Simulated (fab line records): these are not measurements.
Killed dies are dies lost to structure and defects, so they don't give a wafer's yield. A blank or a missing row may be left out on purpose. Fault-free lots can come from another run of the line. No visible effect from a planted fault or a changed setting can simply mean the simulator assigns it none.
Matching of chambers | flow n5_finfet | N5_BEOL_M8_ETCH_62 on rie_diel-03: 4 sister chambers
The step etches SOC in N2/H2, target depth 110 nm, overetch 22 nm, time 165 s. 27 wafers are shown with their chamber, then 12 later ones without.

## WAFERS PAIRED WITH THEIR CHAMBERS
wafer  | chamber | drypump_motor_current_A (A) | showerhead_plenum_p_Torr (Torr) | throttle_valve_pct (%)
L075.2 | 1       | 5.92                        | 2.44                            | 18.3
L075.5 | 3       | 5.89                        | 2.49                            | 17.5
L075.6 | 0       | 5.46                        | 2.51                            | 17.9
L074.2 | 3       | 5.91                        | 2.49                            | 17.6
L074.3 | 0       | 5.43                        | 2.51                            | 17.9
L074.4 | 1       | 5.92                        | 2.44                            | 18.3
L079.1 | 0       | 5.48                        | 2.51                            | 18.0
L079.4 | 1       | 5.95                        | 2.44                            | 18.4
L079.6 | 0       | 5.49                        | 2.51                            | 18.0
L083.3 | 3       | 5.91                        | 2.49                            | 17.6
L083.5 | 2       | 6.07                        | 2.42                            | 17.8
L083.6 | 1       | 5.92                        | 2.43                            | 18.4
L087.3 | 1       | 5.95                        | 2.43                            | 18.4
L087.4 | 0       | 5.45                        | 2.50                            | 18.0
L087.6 | 2       | 6.07                        | 2.42                            | 17.8
L089.1 | 2       | 6.06                        | 2.41                            | 17.8
L089.4 | 0       | 5.42                        | 2.50                            | 18.0
L089.6 | 0       | 5.42                        | 2.49                            | 18.0
L091.2 | 2       | 6.06                        | 2.41                            | 17.8
L091.3 | 0       | 5.45                        | 2.49                            | 18.0
L091.5 | 3       | 5.85                        | 2.48                            | 17.2
L094.1 | 0       | 5.47                        | 2.49                            | 18.0
L094.2 | 2       | 6.10                        | 2.41                            | 17.9
L094.4 | 1       | 5.93                        | 2.42                            | 18.4
L092.1 | 3       | 5.88                        | 2.48                            | 17.2
L092.4 | 1       | 5.92                        | 2.42                            | 18.4
L092.5 | 2       | 6.08                        | 2.41                            | 17.8

SIGNATURES (averages over the wafers above)
reading                  | chamber 0 | chamber 1 | chamber 2 | chamber 3 | scatter within a chamber
drypump_motor_current_A  | 5.4522    | 5.9300    | 6.0733    | 5.8880    | 0.0208
showerhead_plenum_p_Torr | 2.5011    | 2.4314    | 2.4133    | 2.4860    | 0.00788
throttle_valve_pct       | 17.978    | 18.371    | 17.817    | 17.420    | 0.0947
Rule: distance of a wafer from a chamber = root of the sum over the readings of ((wafer's reading minus chamber's mean) / reading's scatter) squared. The wafer belongs to the nearest chamber; if the next one is less than 2 further off, it can't be placed. The scatter is the square root of a quotient: the sum, over the shown wafers, of each reading's squared deviation from its chamber's mean, divided by wafers minus chambers.

## WAFERS MISSING THEIR CHAMBER
wafer  | drypump_motor_current_A (A) | showerhead_plenum_p_Torr (Torr) | throttle_valve_pct (%)
L093.1 | 5.88                        | 2.48                            | 17.2
L093.2 | 6.07                        | 2.41                            | 17.8
L093.3 | 5.42                        | 2.49                            | 18.0
L093.4 | 5.92                        | 2.42                            | 18.4
L093.5 | 5.87                        | 2.48                            | 17.2
L093.6 | 6.08                        | 2.41                            | 17.8
L095.1 | 5.47                        | 2.49                            | 18.0
L095.3 | 6.07                        | 2.41                            | 17.9
L095.6 | 5.90                        | 2.48                            | 17.2
L097.1 | 5.43                        | 2.49                            | 18.1
L097.4 | 5.90                        | 2.42                            | 18.5
L097.5 | 5.90                        | 2.42                            | 18.5

## EACH ONE'S CHAMBER
wafer  | from the rows above | in truth
L093.1 | 3                   | 3
L093.2 | 2                   | 2
L093.3 | 0                   | 0
L093.4 | 1                   | 1
L093.5 | 3                   | 3
L093.6 | 2                   | 2
L095.1 | 0                   | 0
L095.3 | 2                   | 2
L095.6 | 3                   | 3
L097.1 | 0                   | 0
L097.4 | 1                   | 1
L097.5 | 1                   | 1
Correct placement for 12 of the 12. Number that these rows cannot place: 0. Wrongly placed: 0.
